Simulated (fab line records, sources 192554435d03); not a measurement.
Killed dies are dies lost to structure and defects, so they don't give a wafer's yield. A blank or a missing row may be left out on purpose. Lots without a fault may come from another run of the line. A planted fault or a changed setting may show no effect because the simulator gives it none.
Split-lot experiment | flow n5_finfet | 7 lots, 21 wafers read, on a route of 1938 steps

THE SPLIT
At N5_GATE_CUT_EXPOSE_10 (exposes mask GATE CUT, target cd 20 nm), the setting dose_mj was moved away from the recipe's 43.25 on 7 of the 21 wafers read, by -6.8% to +3.8%. The other wafers ran this setting at the recipe's value.

FROM THE SPLIT TO THE READING: what the file shows between them, 2 steps
- N5_GATE_CUT_PEB_11: peb time 60 s
- N5_GATE_CUT_DEVELOP_12: develop time 30 s

THE READING
cd_nm, in nm, at N5_GATE_CUT_CD_MEAS_13 (target cd 20 nm). Fault-free wafers of this fab line usually give 20.00 nm, standard deviation 0.25 nm.

wafer  | tool, chamber at the split | dose_mj as run | against the recipe | cd_nm, nm | against lot-mates on the recipe
L074.3 | euv_scanner-02, 0          | 40.3           | -6.8%              | 18.26     | -1.79
L074.4 | euv_scanner-02, 0          | 43.25          | recipe             | 20.05     | -
L074.6 | euv_scanner-02, 0          | 40.3           | -6.8%              | 18.23     | -1.82
L077.1 | euv_scanner-01, 0          | 43.25          | recipe             | 20.31     | -
L077.4 | euv_scanner-01, 0          | 44.9           | +3.8%              | 20.26     | +0.43
L077.5 | euv_scanner-01, 0          | 43.25          | recipe             | 19.36     | -
L080.1 | euv_scanner-01, 0          | 43.25          | recipe             | 19.68     | -
L080.4 | euv_scanner-01, 0          | 43.25          | recipe             | 19.46     | -
L080.5 | euv_scanner-01, 0          | 43.25          | recipe             | 20.09     | -
L081.1 | euv_scanner-02, 0          | 43.25          | recipe             | 19.96     | -
L081.2 | euv_scanner-02, 0          | 41.48          | -4.1%              | 19.16     | -0.80
L081.3 | euv_scanner-02, 0          | 41.48          | -4.1%              | 19.02     | -0.94
L085.1 | euv_scanner-01, 0          | 43.25          | recipe             | 20.01     | -
L085.4 | euv_scanner-01, 0          | 41.79          | -3.4%              | 19.59     | -0.54
L085.6 | euv_scanner-01, 0          | 43.25          | recipe             | 20.25     | -
L093.2 | euv_scanner-01, 0          | 43.25          | recipe             | 20.19     | -
L093.4 | euv_scanner-01, 0          | 43.25          | recipe             | 20.24     | -
L093.5 | euv_scanner-01, 0          | 43.25          | recipe             | 19.83     | -
L097.1 | euv_scanner-01, 0          | 43.25          | recipe             | 20.29     | -
L097.2 | euv_scanner-01, 0          | 43.25          | recipe             | 19.86     | -
L097.6 | euv_scanner-01, 0          | 44.49          | +2.9%              | 20.63     | +0.55

THE FIT
A straight line over all 21 wafers: cd_nm changes by +0.214 nm for each +1% of dose_mj; r = +0.89; the points scatter about the line by 0.3 nm.
The same after taking each lot's own level away (the mean of its wafers on the recipe; 21 wafers): +0.225 nm for each +1%; r = +0.92; scatter 0.26 nm.
On that fit, the largest move of dose_mj shifts the reading by 1.5 nm.
The lots' own levels span 19.743 to 20.130 nm, that is 1.5 times the standard deviation above.
So the lot-to-lot level changes the slope little: the two slopes agree.
Check: with one of the wafers moved furthest among these (-6.8%) left out of the fit, the line predicts -1.48 nm for it against its lot-mates. It came out at -1.79 nm against them.

THE WHOLE CHAIN: every reading that the file lists as answering this split, in the file's order
step                   | what it does                                                       | reading                                                         | change (the file's fit)               | r (the file's)
N5_GATE_CUT_CD_MEAS_13 | target cd 20 nm                                                    | cd_nm                                                           | +0.215 nm for each +1% of the setting | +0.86
N5_GATE_CUT_DESCUM_18  | chemistry O2, time 7 s                                             | GATE_CUT.cd_nm (the simulator's own value, which no gauge read) | +0.231 nm for each +1% of the setting | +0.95
N5_GATE_CUT_ETCH_28    | etches underlayer in N2/H2, target depth 13 nm, time 10.4 s        | GATE_CUT.cd_nm (the simulator's own value, which no gauge read) | +0.22 nm for each +1% of the setting  | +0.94
N5_GATE_CUT_ETCH_37    | etches SOC in N2/H2, target depth 60 nm, overetch 12 nm, time 90 s | GATE_CUT.cd_nm (the simulator's own value, which no gauge read) | +0.252 nm for each +1% of the setting | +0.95
N5_GATE_CUT_ETCH_19    | etches SiNx in CH3F/O2, target depth 53.7 nm, time 76.7 s          | GATE_CUT.cd_nm (the simulator's own value, which no gauge read) | +0.242 nm for each +1% of the setting | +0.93

THE FILE'S OWN FIT
cd_nm changes by +0.215 nm for each +1% of dose_mj, r = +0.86.
